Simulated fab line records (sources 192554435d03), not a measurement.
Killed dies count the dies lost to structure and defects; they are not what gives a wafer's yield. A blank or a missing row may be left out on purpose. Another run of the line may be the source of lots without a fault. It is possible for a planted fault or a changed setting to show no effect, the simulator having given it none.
Split-lot study + flow n5Finfet + 7 lots, 21 wafers read, on a route of 1938 steps

## THE SPLIT
At N5_PASSIVATION_EXPOSE_27 (exposes mask PAD, defocus 0 nm), the setting doseMj was moved away from the recipe's 32.3 on 10 of the 21 wafers read, by -6.9% to +6.2%. All remaining wafers had this setting at the recipe value.

## FROM THE SPLIT TO THE READING: what the file shows between them, 3 steps
- N5_PASSIVATION_PEB_28
- N5_PASSIVATION_DEVELOP_29: develop time 60 s
- N5_PASSIVATION_HARDBAKE_31: time 120 s

## THE READING
At N5_PASSIVATION_CD_MEAS_30: cdNm in nanometres, against a target cd of 4000 nm. Fault-free wafers of this fab line usually give 4000.2 nm, standard deviation 1.9 nm.

| wafer  | tool, chamber at the split | doseMj as run | against the recipe | cdNm, nm | against lot-mates on the recipe |
|--------|----------------------------|---------------|--------------------|----------|---------------------------------|
| L076.1 | krfScanner-01, 0           | 30.06         | -6.9%              | 3988.9   | -11.9                           |
| L076.3 | krfScanner-01, 0           | 30.06         | -6.9%              | 3987.8   | -13.0                           |
| L076.5 | krfScanner-01, 0           | 32.3          | recipe             | 4000.8   | -                               |
| L078.4 | krfScanner-01, 0           | 32.3          | recipe             | 4000.7   | -                               |
| L078.5 | krfScanner-01, 0           | 32.3          | recipe             | 3998.9   | -                               |
| L078.6 | krfScanner-01, 0           | 32.3          | recipe             | 3997.2   | -                               |
| L080.2 | krfScanner-02, 0           | 32.3          | recipe             | 3996.1   | -                               |
| L080.4 | krfScanner-02, 0           | 32.3          | recipe             | 3998.7   | -                               |
| L080.6 | krfScanner-02, 0           | 34.29         | +6.2%              | 4006.1   | +8.7                            |
| L081.4 | krfScanner-02, 0           | 34.13         | +5.7%              | 4012.7   | +11.9                           |
| L081.5 | krfScanner-02, 0           | 32.3          | recipe             | 4000.8   | -                               |
| L081.6 | krfScanner-02, 0           | 34.13         | +5.7%              | 4012.5   | +11.7                           |
| L084.1 | krfScanner-02, 0           | 32.3          | recipe             | 3999.0   | -                               |
| L084.4 | krfScanner-02, 0           | 33.66         | +4.2%              | 4008.9   | +9.9                            |
| L084.6 | krfScanner-02, 0           | 33.66         | +4.2%              | 4005.6   | +6.6                            |
| L086.2 | krfScanner-01, 0           | 32.3          | recipe             | 3999.8   | -                               |
| L086.5 | krfScanner-01, 0           | 31.58         | -2.2%              | 3998.1   | -3.2                            |
| L086.6 | krfScanner-01, 0           | 32.3          | recipe             | 4002.8   | -                               |
| L092.2 | krfScanner-02, 0           | 32.96         | +2.0%              | 4003.4   | +2.2                            |
| L092.3 | krfScanner-02, 0           | 32.3          | recipe             | 4001.2   | -                               |
| L092.4 | krfScanner-02, 0           | 32.96         | +2.0%              | 4002.0   | +0.8                            |

THE FIT
A straight line over all 21 wafers: cdNm changes by +1.7 nm for each +1% of doseMj; r = +0.94; the points scatter about the line by 2.1 nm.
The same after taking each lot's own level away (the mean of its wafers on the recipe; 21 wafers): +1.79 nm for each +1%; r = +0.97; scatter 1.5 nm.
On that fit, the largest move of doseMj shifts the reading by 12 nm.
The span of the lots' own levels, 3997.40 to 4001.30 nm, comes to 2.1 times the standard deviation stated above.
Hence the lot-to-lot level has little effect on the slope; both slopes agree.
Check: for one of the wafers moved furthest among these (-6.9%), held out of the fit, the line's prediction against its lot-mates is -12.8 nm. Against them it came out at -11.9 nm.

## ADDITIONAL SPLITS CARRIED BY THESE WAFERS
Note: prior to the reading, these wafers also went through further splits. Each is held against what the fit with the lots' levels taken away leaves over:
| other split on the same wafers   | wafers away from the commonest value | r with cdNm (lot level and that fit taken away) |
|----------------------------------|--------------------------------------|-------------------------------------------------|
| N5_BEOL_M14_TRENCH_ETCH_34 timeS | 8                                    | -0.21                                           |
| N5_BEOL_M15_PEB_26 pebTempC      | 7                                    | +0.35                                           |
| N5_BEOL_M15_TRENCH_ETCH_34 timeS | 4                                    | -0.40                                           |
| N5_BEOL_M15_CMP_49 downForcePsi  | 7                                    | +0.17                                           |

## THE FILE'S OWN FIT
cdNm changes by +1.74 nm for each +1% of doseMj, r = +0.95.
